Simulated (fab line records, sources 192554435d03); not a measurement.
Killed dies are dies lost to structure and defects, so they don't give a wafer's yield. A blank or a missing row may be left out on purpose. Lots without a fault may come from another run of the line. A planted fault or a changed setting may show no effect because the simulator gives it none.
One fault seen from 3 desks | flow n5_finfet | each desk has only its own numbers; what lay behind them comes last

THE DEFECT DESK
What the inspections along the route counted, lot by lot: means of the sampled wafers that have a number. A lot is out of limits, marked OUT, if its mean lies more than 4 standard deviations from the usual mean; the brackets give that distance.
Columns: A = raw_defect_count at N5_BEOL_M4_INSPECT_59, usual 66; B = raw_defect_count at N5_BEOL_M5_INSPECT_13, usual 407; C = raw_defect_count at N5_BEOL_M5_INSPECT_30, usual 407
lot  | first seen here | A              | B              | C
L992 | day 9 12:49     | 41             | 402            | 368
L991 | day 9 14:08     | 44             | 313            | 346
L994 | day 9 18:08     | 46             | 536            | 489
L995 | day 9 21:10     | 49             | 277            | 287
L999 | day 11 17:47    | 283 (+9.4) OUT | 644            | 646
L100 | day 11 21:01    | 296 (+10) OUT  | 776 (+4.1) OUT | 778 (+4.2) OUT
L105 | day 12 20:46    | 70             | 390            | 402
L108 | day 14 02:10    | 73             | 492            | 483
L109 | day 14 02:33    | 57             | 344            | 356
This desk's finding: out of limits on L100, L999; first on L999, day 11 17:47 (raw_defect_count at N5_BEOL_M4_INSPECT_59). In limits: L992, L991, L994, L995, L105, L108, L109.

THE METROLOGY DESK
What the gauges read, lot by lot, whatever tool the lot ran on: means of the sampled wafers that have a number. A lot is out of limits, marked OUT, if its mean lies more than 4 standard deviations from the usual mean; the brackets give that distance. Of its 10 readings 7 are shown: those that lie furthest out on some lot.
Columns: A = DIBL_P at N5_BEOL_M4_RC_MEAS_101, usual 36.0 mV/V; B = IOFF_N at N5_BEOL_M4_RC_MEAS_101, usual 0.151 nA/um; C = IOFF_P at N5_BEOL_M4_RC_MEAS_101, usual 0.21 nA/um; D = ION_P at N5_BEOL_M4_RC_MEAS_101, usual 463 uA/um; E = SS_N at N5_BEOL_M4_RC_MEAS_101, usual 71.5 mV/dec; F = VT_N at N5_BEOL_M4_RC_MEAS_101, usual 251 mV; G = VT_P at N5_BEOL_M4_RC_MEAS_101, usual -250 mV
lot  | first seen here | A    | B     | C    | D   | E    | F   | G
L992 | day 9 13:09     | 37.6 | 0.185 | 0.29 | 472 | 72.1 | 247 | -245
L991 | day 9 14:28     | 35.5 | 0.141 | 0.18 | 457 | 71.1 | 253 | -253
L994 | day 9 18:19     | 34.3 | 0.123 | 0.16 | 456 | 71.6 | 253 | -254
L995 | day 9 21:20     | 35.8 | 0.156 | 0.23 | 472 | 71.9 | 252 | -245
L999 | day 11 17:49    | 37.9 | 0.154 | 0.23 | 468 | 71.5 | 251 | -248
L100 | day 11 21:02    | 36.5 | 0.160 | 0.21 | 459 | 71.4 | 250 | -251
L105 | day 12 20:47    | 34.8 | 0.134 | 0.20 | 458 | 71.1 | 252 | -250
L108 | day 14 02:12    | 37.0 | 0.157 | 0.21 | 460 | 71.6 | 250 | -251
L109 | day 14 02:34    | 35.5 | 0.135 | 0.20 | 457 | 71.4 | 253 | -252
This desk's finding: nothing out of limits on any of the 9 lots.

THE TOOL OWNER'S DESK: pecvd-01
The tool's own readings at N5_BEOL_M4_DEP_57 (deposits SiCN from 3MS/NH3, target thk 8 nm, time 14 s): means of the sampled wafers that have a number, for each lot that ran on this tool. A lot is out of limits, marked OUT, if its mean lies more than 4 standard deviations from the usual mean; the brackets give that distance.
Columns: A = chamber_pressure_Torr at N5_BEOL_M4_DEP_57, usual 2.999 Torr; B = showerhead_plenum_p_Torr at N5_BEOL_M4_DEP_57, usual 3.674 Torr; C = throttle_valve_pct at N5_BEOL_M4_DEP_57, usual 8.8 %
lot  | first seen here | A     | B     | C
L992 | day 9 12:43     | 3.001 | 3.690 | 8.3
L994 | day 9 18:02     | 3.001 | 3.686 | 8.4
L995 | day 9 21:04     | 3.008 | 3.674 | 9.0
L999 | day 11 17:41    | 3.001 | 3.671 | 8.9
L100 | day 11 20:55    | 3.001 | 3.685 | 8.7
This desk's finding: nothing out of limits on any of the 5 lots.

PUT TOGETHER
The defect desk could have raised an alarm at day 11 17:47, on L100, L999.
The metrology desk saw nothing out of limits.
The tool owner's desk saw nothing out of limits.
The metrology desk has L100, L999 on record, within its limits.
The tool owner's desk has L100, L999 on record, within its limits.
Of the lots named, all ran N5_BEOL_M4_DEP_57 on pecvd-01.

WHAT THE SIMULATOR HAD PUT IN
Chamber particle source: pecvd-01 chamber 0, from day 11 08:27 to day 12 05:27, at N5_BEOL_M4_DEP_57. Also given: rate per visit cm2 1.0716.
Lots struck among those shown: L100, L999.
Hours from the fault's start to each desk's first reading out of limits: the defect desk, 9.
